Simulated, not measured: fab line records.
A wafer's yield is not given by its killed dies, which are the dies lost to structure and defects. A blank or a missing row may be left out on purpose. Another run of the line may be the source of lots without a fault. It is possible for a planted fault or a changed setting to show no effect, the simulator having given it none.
Matching of chambers ; flow n5 finfet ; 4 sister chambers for N5_HKMG_FIN_HK_ALD_01 on ald hk-03
The step deposits HfO2, target thk 1.6 nm, pulse time 3 s, purge time 3 s. 8 wafers are shown with their chamber, then 7 later ones without.

## WAFERS, EACH WITH ITS CHAMBER
wafer;chamber;precursor pulse height rel
L077.3;2;1.002
L080.2;1;0.991
L080.4;0;1.024
L083.1;1;1.010
L083.2;2;0.983
L083.3;3;1.044
L083.4;0;1.011
L083.5;3;1.014

## WAFERS WITH NO CHAMBER GIVEN
wafer;precursor pulse height rel
L083.6;1.001
L086.3;0.980
L086.5;1.006
L086.6;0.990
L096.1;1.016
L096.5;1.005
L096.6;1.039

## CHAMBER TAKEN BY EACH
wafer;from the rows above;in truth
L083.6;can't be placed: 1 or 2 or 0 or 3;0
L086.3;can't be placed: 2 or 1 or 0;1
L086.5;can't be placed: 1 or 0 or 2 or 3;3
L086.6;can't be placed: 2 or 1 or 0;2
L096.1;can't be placed: 0 or 3 or 1 or 2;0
L096.5;can't be placed: 1 or 2 or 0 or 3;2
L096.6;can't be placed: 3 or 0 or 1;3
0 of 7 placed correctly. Can't be placed from these rows: 7 (the true chamber is among the candidates in 7). Number placed wrongly: 0.
How it was worked out, from the rows above alone: a wafer's distance from a chamber is the root of the sum, over the readings, of the square of ((its reading less the chamber's mean) divided by the reading's scatter). If the next closest chamber is less than 2 further off than the closest, the wafer can't be placed; otherwise it belongs to the closest. For every chamber, the mean is computed from those of its wafers that are shown. The scatter: take each reading less its chamber's mean, square it, sum over the shown wafers, divide by the number of wafers less the number of chambers, and take the root.
